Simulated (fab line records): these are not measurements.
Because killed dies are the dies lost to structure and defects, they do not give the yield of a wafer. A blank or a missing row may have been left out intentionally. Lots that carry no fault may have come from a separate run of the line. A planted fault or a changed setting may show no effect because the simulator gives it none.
Split-lot experiment	flow n5-finfet	21 wafers read from 7 lots, route of 1938 steps

ABOUT THE SPLIT
At N5_MIM_TOP_ETCH_PECVD_03 (deposits SiNx from SiH4/NH3/N2, target thk 20 nm, time 17.6 s), the setting time-s was moved away from the recipe's 17.6 s on 6 of the 21 wafers read, by -7.3% to +12.2%. This setting was run at the recipe's value on the other wafers.

The reading is taken at the split's own step.

THE READING
SiNx_of_MIM_TOP_ETCH_PECVD_03.thk-nm (the simulator's own value, which no gauge read), in nm, at N5_MIM_TOP_ETCH_PECVD_03 (deposits SiNx from SiH4/NH3/N2, target thk 20 nm, time 17.6 s). The file does not state a usual value for it. Across the 15 wafers here that went through the recipe, the average is 20.1 nm and the standard deviation 0.25 nm.

wafer	tool, chamber at the split	time-s as run, s	against the recipe	SiNx_of_MIM_TOP_ETCH_PECVD_03.thk-nm, nm	against lot-mates on the recipe
L079.1	pecvd-03, 0	16.35	-7.1%	18.8	-1.6
L079.2	pecvd-03, 1	16.35	-7.1%	18.6	-1.8
L079.5	pecvd-03, 0	17.6	recipe	20.4	-
L081.2	pecvd-03, 2,0,2	17.6	recipe	20	-
L081.3	pecvd-03, 2,0,2	17.6	recipe	20	-
L081.6	pecvd-03, 2,0,2	17.6	recipe	20	-
L083.4	pecvd-03, 2,1	17.6	recipe	19.8	-
L083.6	pecvd-03, 2,1	17.6	recipe	19.8	-
L083.5	pecvd-03, 0	19.75	+12.2%	22.6	+2.8
L089.1	pecvd-01, 2,0	17.6	recipe	20	-
L089.6	pecvd-01, 2,0	17.6	recipe	20	-
L089.4	pecvd-01, 1	16.32	-7.3%	18.6	-1.4
L091.1	pecvd-01, 2	16.59	-5.7%	18.8	-1.0
L091.3	pecvd-01, 1	17.6	recipe	19.8	-
L091.4	pecvd-01, 2	16.59	-5.7%	19.2	-0.6
L094.1	pecvd-02, 2	17.6	recipe	19.8	-
L094.4	pecvd-02, 2	17.6	recipe	20.2	-
L094.6	pecvd-02, 0	17.6	recipe	20.6	-
L095.1	pecvd-03, 2	17.6	recipe	19.8	-
L095.3	pecvd-03, 0	17.6	recipe	20.2	-
L095.6	pecvd-03, 1	17.6	recipe	20.4	-
The file does not say which wafer passed through which chamber wherever a row lists several chambers: such a row stands for several wafers.

THE FIT
A straight line over all 21 wafers: SiNx_of_MIM_TOP_ETCH_PECVD_03.thk-nm changes by +0.199 nm for each +1% of time-s; r = +0.96; the points scatter about the line by 0.23 nm.
The same after taking each lot's own level away (the mean of its wafers on the recipe; 21 wafers): +0.213 nm for each +1%; r = +0.97; scatter 0.24 nm.
According to that fit, moving time-s by its largest amount changes the reading by 2.6 nm.
The span of the lots' own levels, 19.80 to 20.40 nm, comes to 2.4 times the standard deviation stated above.
Consequently the slope shifts little with the lot-to-lot level, the two slopes agreeing.
Check: for one of the wafers moved furthest among these (+12.2%), held out of the fit, the line's prediction against its lot-mates is +2.44 nm. Against them it came out at +2.8 nm.

THESE WAFERS: OTHER SPLITS
Before the reading, these wafers also passed through other splits. Each is held against what the fit with the lots' levels taken away leaves over:
other split on the same wafers	wafers away from the commonest value	r with SiNx_of_MIM_TOP_ETCH_PECVD_03.thk-nm (lot level and that fit taken away)
N5_BEOL_M13_ILD_DEP_00 time-s	7	+0.34
N5_BEOL_M13_COAT_58 spin-rpm	5	+0.27
N5_BEOL_M14_EXPOSE_07 dose-mj	7	-0.06
N5_BEOL_M14_ETCH_59 time-s	9	+0.00
N5_BEOL_M15_SPUTTER_44 power-w	4	-0.14

THE FILE'S OWN FIT
SiNx_of_MIM_TOP_ETCH_PECVD_03.thk-nm changes by +0.214 nm for each +1% of time-s, r = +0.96.
